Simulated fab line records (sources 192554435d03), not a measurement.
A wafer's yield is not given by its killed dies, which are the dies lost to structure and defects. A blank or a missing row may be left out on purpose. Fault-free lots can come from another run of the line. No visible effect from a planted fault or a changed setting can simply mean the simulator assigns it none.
Comparing a struck lot with a sound one -- flow n5Finfet -- 37 steps out of a route of 1938
Sound: the wafers L676.2, L676.4, L676.6. Struck: wafers L691.2, L691.3, L691.6. Last of all comes the cause.
Order at every step that has rows: each side's tool, ch and its chambers, its first start. Under that, the readings that differ: sound wafers -- struck wafers -- difference of the means -- sigmas: that difference in standard deviations of wafers without a fault.
alike: readings whose means differ by less than 2 such deviations, and words and numbers that are the same on both sides. not compared: withheld readings, readings that some wafer has no value for, bounds like >300 that may hide the same value, and numbers for which the record gives no deviation and whose values overlap.
A row with sigmas, a row that says differs or no value, or rows on one side alone: a step with any of these is where the two part. When numbers do not overlap yet have no deviation, they are printed without sigmas and do not part them. Lack of a reading on every wafer of one side parts them only where that side has two or more wafers.

first, 9 steps without rows for these wafers: N5_BEOL_M9_DESCUM_33 (chemistry O2, time 7 s); N5_BEOL_M9_ETCH_76 (etches underlayer in N2/H2, target depth 6.5 nm, time 5.2 s); N5_BEOL_M9_ETCH_65 (etches SiARC in CF4, target depth 15.6 nm, time 26 s); N5_BEOL_M9_ETCH_66 (etches SOC in N2/H2, target depth 80 nm, overetch 16 nm, time 120 s); N5_BEOL_M9_STRIP_69 (strips in N2/H2); N5_BEOL_M9_STRIP_77 (strips in N2/H2); N5_BEOL_M9_VIA_ETCH_34 (etches SiCOH lowk in C4F6/O2, target depth 182.4 nm, time 68.4 s); N5_BEOL_M9_STRIP_73 (strips in C4F6/O2); N5_BEOL_M9_STRIP_36 (strips in N2/H2).
N5_BEOL_M9_TRENCH_ETCH_37: etches SiCOH lowk in C4F6/O2, target depth 151.43 nm, time 49 s.
  sound on rieDiel-02 ch 1,3, day 10 14:01; struck on rieDiel-05 ch 1,2, day 15 06:00
reading,sound,struck,difference,sigmas
drypumpMotorCurrentA (A),5.9 4.8 4.8,6.7 6.7 5.5,+1.1,+2
runLengthS (s),71.7 72.9 72.6,60.9 60.8 61.4,-11.4,-25
timeS (s),49 49 49,34.3 34.3 34.3,-14.7,
model.BEOL_M9.featureDepthNm (nm),153.6 151 150.6,107.6 107 107.2,-44.5,
model.etch.depthNm (nm),153.6 151.1 150.7,107.6 107 107.2,-44.5,
model.TiN_of_BEOL_M9_HM_DEP_02.thkNm (nm),16.2 16.4 16.2,17 17 17,+1,
  alike: mfcArSccm, oes_ar_750_au, oes_f_703_au, oesProductAu, rfVppV, showerheadPlenumPTorr, throttleValvePct
  not compared: rfHoursCounterH
then, 2 steps without rows for these wafers: N5_BEOL_M9_ETCH_41 (etches SiCN in CH3F/O2, target depth 36.6 nm, time 70.1 s); N5_BEOL_M9_STRIP_80 (strips in N2/H2, time 10 s).
N5_BEOL_M9_OCD_MEAS_38:
  sound: ocd-01 at day 10 14:12; struck: ocd-01 at day 15 06:15
reading,sound,struck,difference,sigmas
trenchDepthNm (nm),153.9 150.8 150.2,107.7 107.5 107.5,-44.1,-21
then, 13 steps without rows for these wafers: N5_BEOL_M9_HM_STRIP_39 (strips TiN in peroxide tin strip, target depth 25 nm, time 158 s); N5_BEOL_M9_SRD_40 (time 30 s); N5_BEOL_M9_PRECLEAN_42 (cleans in residue remover, time 60 s); N5_BEOL_M9_SRD_43 (time 30 s); N5_BEOL_M9_CURE_72 (cures SiCOH lowk, time 120 s); N5_BEOL_M9_DEGAS_44 (time 60 s); N5_BEOL_M9_PRE_CLEAN_45 (time 30 s); N5_BEOL_M9_ALD_74 (deposits TaN, target thk 2 nm, pulse time 2 s, purge time 3 s); N5_BEOL_M9_SURFACE_TREAT_79; N5_BEOL_M9_CVD_78 (deposits Co from CCTBA/H2, target thk 2 nm, time 138.9 s); N5_BEOL_M9_SPUTTER_48 (material Cu, target thk 12 nm, time 2 s); N5_BEOL_M9_ECD_50 (material Cu, target thk 318 nm); N5_BEOL_M9_ANNEAL_51 (time 90 s).
N5_BEOL_M9_CMP_52: polishes, stops on SiCOH lowk, t overpolish 7 s, target thk 140 nm.
  sound on cmp-03 ch 0,2,3, day 10 17:21; struck on cmp-02 ch 0,1,2, day 15 09:24
reading,sound,struck,difference,sigmas
model.Cu_of_BEOL_M9_ECD_50.thkNm (nm),141.6 140.4 140.2,96.6 93.8 93.8,-46.0,
  alike: motorCurrentA
N5_BEOL_M9_THK_MEAS_53: measures by xrf.
  sound: filmMetro-02 at day 10 17:34; struck: filmMetro-02 at day 15 09:37
reading,sound,struck,difference,sigmas
M9_THK (nm),142.9 141.9 141.4,98.5 95.0 94.8,-46.0,-18
then, 2 steps without rows for these wafers: N5_BEOL_M9_PRE_CLEAN_55 (time 15 s); N5_BEOL_M9_DEP_56 (deposits SiCN from 3MS/NH3, target thk 15 nm, time 26.5 s).
N5_BEOL_M9_RS_MEAS_57: the measuring method here is four-point-probe.
  sound: filmMetro-02 at day 10 17:42; struck: filmMetro-02 at day 15 09:46
reading,sound,struck,difference,sigmas
M9_RS (ohm/sq),0.1488 0.1503 0.1504,0.2284 0.2359 0.2368,+0.0839,+32
then, 5 steps without rows for these wafers: N5_BEOL_M10_ILD_DEP_00 (deposits SiCOH lowk from DEMS/porogen, target thk 308.51 nm, time 58 s); N5_BEOL_M10_CURE_71 (cures SiCOH lowk, time 240 s); N5_BEOL_M10_PECVD_70 (deposits SiO2 from TEOS/O2, target thk 20 nm, time 22.7 s); N5_BEOL_M10_HM_DEP_02 (deposits TiN, target thk 20 nm); N5_BEOL_M10_COAT_59 (time 60 s, resist thk 100 nm).
N5_BEOL_M15_RC_MEAS_101:
  sound on prober-01 ch 0, day 12 14:04; struck on prober-02 ch 0, day 17 08:05
reading,sound,struck,difference,sigmas
SERP_M9 (ohm/um),2.93 3.06 3.02,4.71 4.88 4.83,+1.80,+26
SERP_M9_max_site (ohm/um),3.10 3.17 3.09,4.80 5.01 4.99,+1.81,+25
  alike: COMB_M10, COMB_M11, COMB_M11_max_site, COMB_M12, COMB_M13, COMB_M14, COMB_M15, COMB_M5, COMB_M6, COMB_M7, COMB_M7_max_site, COMB_M8, SERP_M10, SERP_M11, SERP_M12, SERP_M13, SERP_M14, SERP_M5, SERP_M6, SERP_M7, SERP_M8

WHERE THEY PART
First at N5_BEOL_M9_TRENCH_ETCH_37; last, within this record, at N5_BEOL_M15_RC_MEAS_101.

WHY: whatever the simulator had introduced
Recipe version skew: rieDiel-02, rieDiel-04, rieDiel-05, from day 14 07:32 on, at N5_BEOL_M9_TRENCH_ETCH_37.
